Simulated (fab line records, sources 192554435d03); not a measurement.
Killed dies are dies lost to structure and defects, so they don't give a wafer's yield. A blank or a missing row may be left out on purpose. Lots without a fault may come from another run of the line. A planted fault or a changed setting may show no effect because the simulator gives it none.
Which tool did it? | flow n5_finfet | 24 lots, 72 wafers sampled, at 6 steps of a route of 1938

WHAT THE GAUGES READ, wafer by wafer
N5_BEOL_M9_OVL_MEAS_12. Usual: M9_OVL 0.4 nm, standard deviation 0.67.
lot  | measured     | on         | M9_OVL (nm)    | flag
L074 | day 9 15:00  | overlay-01 | 1.0 0.9 0.7    |
L075 | day 9 17:41  | overlay-01 | 0.1 -0.3 0.0   |
L077 | day 10 08:16 | overlay-02 | 0.6 0.5 -0.8   |
L076 | day 10 09:07 | overlay-01 | -0.7 0.5 0.3   |
L078 | day 10 13:19 | overlay-02 | 1.3 0.0 1.1    |
L081 | day 11 08:32 | overlay-02 | 0.3 0.9 1.1    |
L080 | day 11 10:24 | overlay-01 | -0.2 -0.8 -0.4 |
L079 | day 11 11:09 | overlay-02 | 0.0 -0.3 -1.1  |
L082 | day 11 14:20 | overlay-01 | 0.7 0.9 1.3    |
L083 | day 11 19:05 | overlay-01 | 0.4 1.1 0.3    |
L084 | day 12 03:35 | overlay-01 | 1.6 1.0 -0.3   |
L086 | day 12 21:00 | overlay-01 | -0.3 0.0 0.6   |
L085 | day 13 01:32 | overlay-01 | -1.6 1.5 -0.5  |
L089 | day 13 06:58 | overlay-01 | -0.1 0.6 -0.1  |
L087 | day 13 08:02 | overlay-02 | -0.7 -0.6 -0.2 |
L088 | day 13 08:53 | overlay-02 | 0.3 -0.8 1.2   |
L090 | day 13 21:44 | overlay-02 | 0.3 0.1 0.5    |
L093 | day 14 01:50 | overlay-01 | 1.0 1.7 1.4    |
L091 | day 14 02:56 | overlay-01 | 0.6 0.1 0.0    |
L092 | day 14 09:44 | overlay-02 | 1.2 0.4 0.6    |
L094 | day 14 10:56 | overlay-02 | 1.4 0.8 0.9    |
L095 | day 15 11:52 | overlay-02 | 0.4 0.3 -0.5   |
L097 | day 15 12:25 | overlay-02 | 0.1 0.5 0.1    |
L096 | day 15 12:36 | overlay-01 | 0.6 0.1 1.4    |

N5_BEOL_M10_OVL_MEAS_12. Usual: M10_OVL 0.5 nm, standard deviation 0.76.
lot  | measured     | on         | M10_OVL (nm)   | flag
L074 | day 9 21:08  | overlay-02 | -0.3 0.0 -0.4  |
L075 | day 10 06:07 | overlay-02 | 1.3 0.1 1.5    |
L077 | day 10 16:32 | overlay-01 | -0.3 -0.5 0.9  |
L076 | day 10 16:31 | overlay-02 | 1.3 0.9 1.6    |
L078 | day 10 19:39 | overlay-01 | 1.0 0.7 -0.5   |
L081 | day 11 14:23 | overlay-02 | 1.0 1.8 1.4    |
L080 | day 11 18:32 | overlay-02 | 0.3 -0.4 0.5   |
L079 | day 11 18:52 | overlay-01 | 1.1 1.4 0.9    |
L082 | day 12 00:27 | overlay-02 | 1.6 1.1 2.2    |
L083 | day 12 03:07 | overlay-01 | 0.0 0.2 1.3    |
L084 | day 12 12:37 | overlay-01 | 0.8 0.3 0.4    |
L086 | day 13 05:38 | overlay-01 | 0.2 0.3 0.2    |
L085 | day 13 08:02 | overlay-01 | -0.8 -0.7 0.0  |
L089 | day 13 13:07 | overlay-01 | 0.3 1.1 2.1    |
L087 | day 13 15:25 | overlay-02 | -1.2 -0.6 -0.6 |
L088 | day 13 15:52 | overlay-02 | 0.4 -0.1 0.7   |
L090 | day 14 07:14 | overlay-02 | -0.3 0.7 1.0   |
L093 | day 14 10:14 | overlay-02 | 1.8 0.9 1.6    |
L091 | day 14 10:50 | overlay-02 | 1.2 1.0 0.9    |
L092 | day 14 17:35 | overlay-01 | 1.3 0.5 1.6    |
L094 | day 14 17:47 | overlay-01 | -0.1 -0.2 0.7  |
L095 | day 15 17:55 | overlay-01 | -0.5 -0.7 0.3  |
L097 | day 15 20:29 | overlay-02 | -1.2 -0.9 -1.3 |
L096 | day 15 20:49 | overlay-01 | -0.1 0.4 0.5   |

WHICH TOOL RAN EACH LOT (tool, then ch and the chambers of the sampled wafers, then the start)
lot  | N5_BEOL_M8_SPUTTER_48        | N5_BEOL_M9_ETCH_76                 | N5_BEOL_M9_STRIP_80                           | N5_BEOL_M10_PECVD_70
L074 | pvd_sputter-02, day 9 12:39  | rie_diel-06 ch 0,1, day 9 16:10    | rie_diel-06 ch 0,1, day 9 19:55 or earlier    | pecvd-01 ch 0,1,2, day 9 19:55
L075 | pvd_sputter-03, day 9 14:23  | rie_diel-01 ch 0,1, day 9 21:33    | rie_diel-01 ch 0,1, day 10 03:17 or earlier   | pecvd-03 ch 0,1, day 10 03:17
L077 | pvd_sputter-01, day 10 02:52 | rie_diel-01 ch 0,1, day 10 11:22   | rie_diel-01 ch 0,1, day 10 15:21 or earlier   | pecvd-02 ch 0,1,2, day 10 15:21
L076 | pvd_sputter-02, day 10 06:05 | rie_diel-01 ch 1,3, day 10 10:50   | rie_diel-01 ch 1,3, day 10 14:56 or earlier   | pecvd-01 ch 1,2, day 10 14:56
L078 | pvd_sputter-01, day 10 10:04 | rie_diel-02 ch 0,2,3, day 10 15:10 | rie_diel-02 ch 0,2,3, day 10 19:11 or earlier | pecvd-02 ch 0,1,2, day 10 19:11
L081 | pvd_sputter-01, day 11 05:39 | rie_diel-02 ch 0,2, day 11 09:31   | rie_diel-02 ch 0,2, day 11 12:50 or earlier   | pecvd-03 ch 0,1, day 11 12:50
L080 | pvd_sputter-03, day 11 05:48 | rie_diel-06 ch 1,2, day 11 13:18   | rie_diel-06 ch 1,2, day 11 16:43 or earlier   | pecvd-03 ch 0,1,2, day 11 16:43
L079 | pvd_sputter-03, day 11 07:55 | rie_diel-01 ch 0,1, day 11 13:26   | rie_diel-01 ch 0,1, day 11 16:56 or earlier   | pecvd-02 ch 0,2, day 11 16:56
L082 | pvd_sputter-01, day 11 10:19 | rie_diel-01 ch 0,1, day 11 19:33   | rie_diel-01 ch 0,1, day 11 23:20 or earlier   | pecvd-02 ch 0,1,2, day 11 23:20
L083 | pvd_sputter-01, day 11 15:29 | rie_diel-01 ch 0,1, day 11 20:14   | rie_diel-01 ch 0,1, day 12 01:17 or earlier   | pecvd-02 ch 1,2, day 12 01:17
L084 | pvd_sputter-03, day 12 00:53 | rie_diel-06 ch 1,2, day 12 05:56   | rie_diel-06 ch 1,2, day 12 10:42 or earlier   | pecvd-03 ch 0,1, day 12 10:42
L086 | pvd_sputter-03, day 12 17:29 | rie_diel-02 ch 0,2,3, day 13 00:16 | rie_diel-02 ch 0,2,3, day 13 04:08 or earlier | pecvd-03 ch 1,2, day 13 04:08
L085 | pvd_sputter-02, day 12 21:04 | rie_diel-02 ch 0,1,3, day 13 02:40 | rie_diel-02 ch 0,1,3, day 13 06:59 or earlier | pecvd-02 ch 0,2, day 13 06:59
L089 | pvd_sputter-02, day 13 04:13 | rie_diel-06 ch 1,2,3, day 13 08:14 | rie_diel-06 ch 1,2,3, day 13 12:30 or earlier | pecvd-03 ch 0,1,2, day 13 12:30
L087 | pvd_sputter-02, day 13 05:17 | rie_diel-01 ch 0,1, day 13 09:20   | rie_diel-01 ch 0,1, day 13 12:45 or earlier   | pecvd-01 ch 0,1,2, day 13 12:45
L088 | pvd_sputter-02, day 13 06:10 | rie_diel-02 ch 0,1,2, day 13 10:10 | rie_diel-02 ch 0,1,2, day 13 14:02 or earlier | pecvd-02 ch 0,1,2, day 13 14:02
L090 | pvd_sputter-03, day 13 18:50 | rie_diel-01 ch 1,2,3, day 14 00:02 | rie_diel-01 ch 1,2,3, day 14 03:53 or earlier | pecvd-03 ch 0,1, day 14 03:53
L093 | pvd_sputter-02, day 13 23:01 | rie_diel-06 ch 0,1,2, day 14 05:58 | rie_diel-06 ch 0,1,2, day 14 09:27 or earlier | pecvd-01 ch 0,2, day 14 09:27
L091 | pvd_sputter-01, day 14 00:05 | rie_diel-02 ch 0,1,3, day 14 06:08 | rie_diel-02 ch 0,1,3, day 14 09:47 or earlier | pecvd-02 ch 0,1,2, day 14 09:47
L092 | pvd_sputter-01, day 14 06:37 | rie_diel-06 ch 0,2,3, day 14 11:20 | rie_diel-06 ch 0,2,3, day 14 16:01 or earlier | pecvd-01 ch 0,1,2, day 14 16:01
L094 | pvd_sputter-01, day 14 08:05 | rie_diel-02 ch 0,2,3, day 14 12:38 | rie_diel-02 ch 0,2,3, day 14 16:30 or earlier | pecvd-03 ch 1,2, day 14 16:30
L095 | pvd_sputter-01, day 15 06:51 | rie_diel-06 ch 1,3, day 15 13:04   | rie_diel-06 ch 1,3, day 15 16:51 or earlier   | pecvd-01 ch 1,2, day 15 16:51
L097 | pvd_sputter-02, day 15 08:00 | rie_diel-02 ch 0,1,2, day 15 13:37 | rie_diel-02 ch 0,1,2, day 15 17:29 or earlier | pecvd-02 ch 0,2, day 15 17:29
L096 | pvd_sputter-01, day 15 08:53 | rie_diel-06 ch 0,1,2, day 15 14:11 | rie_diel-06 ch 0,1,2, day 15 17:55 or earlier | pecvd-03 ch 0,2, day 15 17:55
- N5_BEOL_M8_SPUTTER_48: material Cu, target thk 10 nm, time 1.667 s.
- N5_BEOL_M9_ETCH_76: etches underlayer in N2/H2, target depth 6.5 nm, time 5.2 s.
- N5_BEOL_M9_STRIP_80: strips in N2/H2, time 10 s.
- N5_BEOL_M10_PECVD_70: deposits SiO2 from TEOS/O2, target thk 20 nm, time 22.7 s.

WHAT THE TOOLS THEMSELVES READ (means of the sampled wafers that have a number; where no wafer has one, the mark that the record gives instead)
N5_BEOL_M8_SPUTTER_48. Usual: bias_v 60.0 V, standard deviation 0.62; cathode_dc_power_W 26000 W, standard deviation 4.4; throttle_valve_pct 29.6 %, standard deviation 1.2.
lot  | tool           | bias_v (V) | cathode_dc_power_W (W) | throttle_valve_pct (%) | flag
L074 | pvd_sputter-02 | 60.4       | 26003                  | 28.2                   |
L075 | pvd_sputter-03 | 60.2       | 26000                  | 29.7                   |
L077 | pvd_sputter-01 | 60.0       | 26005                  | 30.2                   |
L076 | pvd_sputter-02 | 59.4       | 25997                  | 29.2                   |
L078 | pvd_sputter-01 | 59.6       | 25996                  | 29.3                   |
L081 | pvd_sputter-01 | 59.8       | 25997                  | 29.2                   |
L080 | pvd_sputter-03 | 58.8       | 25998                  | 29.7                   |
L079 | pvd_sputter-03 | 60.0       | 25994                  | 29.9                   |
L082 | pvd_sputter-01 | 60.0       | 25997                  | 29.9                   |
L083 | pvd_sputter-01 | 60.5       | 26003                  | 29.3                   |
L084 | pvd_sputter-03 | 60.3       | 25997                  | 29.5                   |
L086 | pvd_sputter-03 | 59.8       | 25997                  | 28.9                   |
L085 | pvd_sputter-02 | 59.9       | 26002                  | 29.4                   |
L089 | pvd_sputter-02 | 59.8       | 25995                  | 30.4                   |
L087 | pvd_sputter-02 | 60.3       | 25997                  | 29.3                   |
L088 | pvd_sputter-02 | 60.2       | 25999                  | 29.2                   |
L090 | pvd_sputter-03 | 60.1       | 26002                  | 29.7                   |
L093 | pvd_sputter-02 | 60.0       | 25999                  | 29.4                   |
L091 | pvd_sputter-01 | 60.1       | 25998                  | 28.8                   |
L092 | pvd_sputter-01 | 60.2       | 26003                  | 29.9                   |
L094 | pvd_sputter-01 | 59.8       | 26001                  | 28.8                   |
L095 | pvd_sputter-01 | 60.1       | 26001                  | 29.2                   |
L097 | pvd_sputter-02 | 59.8       | 26000                  | 28.2                   |
L096 | pvd_sputter-01 | 60.1       | 26004                  | 28.6                   |

N5_BEOL_M9_ETCH_76. Usual: drypump_motor_current_A 5.4 A, standard deviation 0.5; etch_rf_on_time_s 5.21 s, standard deviation 0.067; oes_product_au 0.64 a.u., standard deviation 0.056; rf_vpp_V 523 V, standard deviation 3.3; showerhead_plenum_p_Torr 2.50 Torr, standard deviation 0.11; throttle_valve_pct 17.86 %, standard deviation 0.21.
lot  | tool        | drypump_motor_current_A (A) | etch_rf_on_time_s (s) | oes_product_au (a.u.) | rf_vpp_V (V) | showerhead_plenum_p_Torr (Torr) | throttle_valve_pct (%) | flag
L074 | rie_diel-06 | 5.3                         | 5.31                  | 0.63                  | 523          | 2.51                            | 18.11                  |
L075 | rie_diel-01 | 5.2                         | 5.08                  | 0.65                  | 521          | 2.44                            | 17.79                  |
L077 | rie_diel-01 | 5.2                         | 5.18                  | 0.64                  | 521          | 2.44                            | 17.80                  |
L076 | rie_diel-01 | 5.0                         | 5.17                  | 0.59                  | 525          | 2.58                            | 18.09                  |
L078 | rie_diel-02 | 5.4                         | 5.21                  | 0.67                  | 524          | 2.55                            | 17.74                  |
L081 | rie_diel-02 | 5.2                         | 5.26                  | 0.66                  | 524          | 2.51                            | 17.75                  |
L080 | rie_diel-06 | 5.0                         | 5.23                  | 0.64                  | 520          | 2.43                            | 17.86                  |
L079 | rie_diel-01 | 5.2                         | 5.17                  | 0.64                  | 520          | 2.43                            | 17.80                  |
L082 | rie_diel-01 | 5.2                         | 5.13                  | 0.64                  | 521          | 2.43                            | 17.81                  |
L083 | rie_diel-01 | 4.9                         | 5.20                  | 0.61                  | 523          | 2.53                            | 17.96                  |
L084 | rie_diel-06 | 5.0                         | 5.18                  | 0.63                  | 521          | 2.42                            | 17.88                  |
L086 | rie_diel-02 | 5.4                         | 5.26                  | 0.65                  | 524          | 2.54                            | 17.76                  |
L085 | rie_diel-02 | 5.8                         | 5.20                  | 0.66                  | 525          | 2.55                            | 17.75                  |
L089 | rie_diel-06 | 5.2                         | 5.20                  | 0.68                  | 523          | 2.52                            | 17.77                  |
L087 | rie_diel-01 | 5.2                         | 5.17                  | 0.63                  | 520          | 2.42                            | 17.83                  |
L088 | rie_diel-02 | 5.5                         | 5.22                  | 0.65                  | 523          | 2.51                            | 17.77                  |
L090 | rie_diel-01 | 5.6                         | 5.22                  | 0.66                  | 523          | 2.54                            | 17.85                  |
L093 | rie_diel-06 | 5.2                         | 5.23                  | 0.60                  | 521          | 2.45                            | 18.05                  |
L091 | rie_diel-02 | 5.8                         | 5.16                  | 0.66                  | 524          | 2.55                            | 17.75                  |
L092 | rie_diel-06 | 5.4                         | 5.23                  | 0.66                  | 523          | 2.55                            | 17.92                  |
L094 | rie_diel-02 | 5.4                         | 5.20                  | 0.65                  | 524          | 2.54                            | 17.79                  |
L095 | rie_diel-06 | 5.4                         | 5.14                  | 0.74                  | 524          | 2.61                            | 17.69                  |
L097 | rie_diel-02 | 5.6                         | 5.22                  | 0.63                  | 522          | 2.50                            | 17.79                  |
L096 | rie_diel-06 | 5.1                         | 5.20                  | 0.60                  | 521          | 2.45                            | 18.05                  |

N5_BEOL_M9_STRIP_80. Usual: drypump_motor_current_A 5.4 A, standard deviation 0.5; oes_product_au 0.75 a.u., standard deviation 0.064; rf_vpp_V 59.0 V, standard deviation 0.91; showerhead_plenum_p_Torr 2.50 Torr, standard deviation 0.11; throttle_valve_pct 23.66 %, standard deviation 0.23.
lot  | tool        | drypump_motor_current_A (A) | oes_product_au (a.u.) | rf_vpp_V (V) | showerhead_plenum_p_Torr (Torr) | throttle_valve_pct (%) | flag
L074 | rie_diel-06 | 5.3                         | 0.73                  | 59.0         | 2.50                            | 23.98                  |
L075 | rie_diel-01 | 5.2                         | 0.75                  | 59.3         | 2.43                            | 23.58                  |
L077 | rie_diel-01 | 5.2                         | 0.74                  | 59.2         | 2.43                            | 23.58                  |
L076 | rie_diel-01 | 5.1                         | 0.70                  | 59.6         | 2.58                            | 23.87                  |
L078 | rie_diel-02 | 5.4                         | 0.78                  | 60.3         | 2.55                            | 23.57                  |
L081 | rie_diel-02 | 5.1                         | 0.78                  | 59.3         | 2.51                            | 23.59                  |
L080 | rie_diel-06 | 5.0                         | 0.75                  | 58.8         | 2.43                            | 23.57                  |
L079 | rie_diel-01 | 5.2                         | 0.73                  | 58.3         | 2.43                            | 23.60                  |
L082 | rie_diel-01 | 5.2                         | 0.73                  | 58.9         | 2.43                            | 23.60                  |
L083 | rie_diel-01 | 4.9                         | 0.71                  | 58.7         | 2.52                            | 23.72                  |
L084 | rie_diel-06 | 5.0                         | 0.73                  | 58.9         | 2.42                            | 23.59                  |
L086 | rie_diel-02 | 5.4                         | 0.76                  | 59.3         | 2.54                            | 23.58                  |
L085 | rie_diel-02 | 5.8                         | 0.77                  | 58.9         | 2.55                            | 23.54                  |
L089 | rie_diel-06 | 5.2                         | 0.80                  | 58.5         | 2.52                            | 23.57                  |
L087 | rie_diel-01 | 5.2                         | 0.73                  | 58.7         | 2.42                            | 23.61                  |
L088 | rie_diel-02 | 5.6                         | 0.77                  | 58.6         | 2.50                            | 23.58                  |
L090 | rie_diel-01 | 5.6                         | 0.78                  | 59.2         | 2.54                            | 23.64                  |
L093 | rie_diel-06 | 5.2                         | 0.71                  | 58.6         | 2.45                            | 23.81                  |
L091 | rie_diel-02 | 5.8                         | 0.76                  | 58.5         | 2.54                            | 23.55                  |
L092 | rie_diel-06 | 5.4                         | 0.78                  | 59.3         | 2.55                            | 23.78                  |
L094 | rie_diel-02 | 5.4                         | 0.76                  | 59.3         | 2.53                            | 23.59                  |
L095 | rie_diel-06 | 5.4                         | 0.85                  | 59.5         | 2.61                            | 23.54                  |
L097 | rie_diel-02 | 5.6                         | 0.75                  | 58.2         | 2.50                            | 23.60                  |
L096 | rie_diel-06 | 5.2                         | 0.71                  | 58.7         | 2.44                            | 23.82                  |

N5_BEOL_M10_PECVD_70. Usual: heater_power_w 736 W, standard deviation 130; showerhead_plenum_p_Torr 8.78 Torr, standard deviation 0.082; throttle_valve_pct 22.3 %, standard deviation 1.7.
lot  | tool     | heater_power_w (W) | showerhead_plenum_p_Torr (Torr) | throttle_valve_pct (%) | flag
L074 | pecvd-01 | 799                | 8.78                            | 23.2                   |
L075 | pecvd-03 | 776                | 8.87                            | 22.8                   |
L077 | pecvd-02 | 608                | 8.75                            | 22.3                   |
L076 | pecvd-01 | 803                | 8.74                            | 23.0                   |
L078 | pecvd-02 | 636                | 8.75                            | 22.2                   |
L081 | pecvd-03 | 760                | 8.89                            | 23.2                   |
L080 | pecvd-03 | 815                | 8.83                            | 21.5                   |
L079 | pecvd-02 | 611                | 8.73                            | 22.1                   |
L082 | pecvd-02 | 666                | 8.73                            | 22.3                   |
L083 | pecvd-02 | 646                | 8.69                            | 21.1                   |
L084 | pecvd-03 | 836                | 8.87                            | 21.6                   |
L086 | pecvd-03 | 971                | 8.82                            | 19.9                   |
L085 | pecvd-02 | 631                | 8.79                            | 23.3                   |
L089 | pecvd-03 | 781                | 8.83                            | 21.5                   |
L087 | pecvd-01 | 773                | 8.78                            | 23.3                   |
L088 | pecvd-02 | 617                | 8.74                            | 22.6                   |
L090 | pecvd-03 | 849                | 8.87                            | 21.3                   |
L093 | pecvd-01 | 772                | 8.74                            | 22.9                   |
L091 | pecvd-02 | 661                | 8.74                            | 22.5                   |
L092 | pecvd-01 | 763                | 8.78                            | 23.1                   |
L094 | pecvd-03 | 924                | 8.81                            | 20.1                   |
L095 | pecvd-01 | 804                | 8.78                            | 23.5                   |
L097 | pecvd-02 | 673                | 8.80                            | 23.4                   |
L096 | pecvd-03 | 742                | 8.83                            | 23.2                   |

THE ANSWER, worked out from the rows above alone
Rule: a lot is off if the mean of its wafers that have a number lies more than 3 standard deviations from the usual mean. A lot without any number at a reading at which 4 lots or more have one is off too. The other lots that the step has rows for count as sound. The gauges are gone through in route order, then the tools' own readings, and for those a lot's mean is taken as printed above. The first step at which some lot is off is used, and at that step the reading that is off furthest; a lot without a number counts as furthest.
No lot is off at any reading shown: from this, nothing can be told.

WHAT THE SIMULATOR HAD PUT IN
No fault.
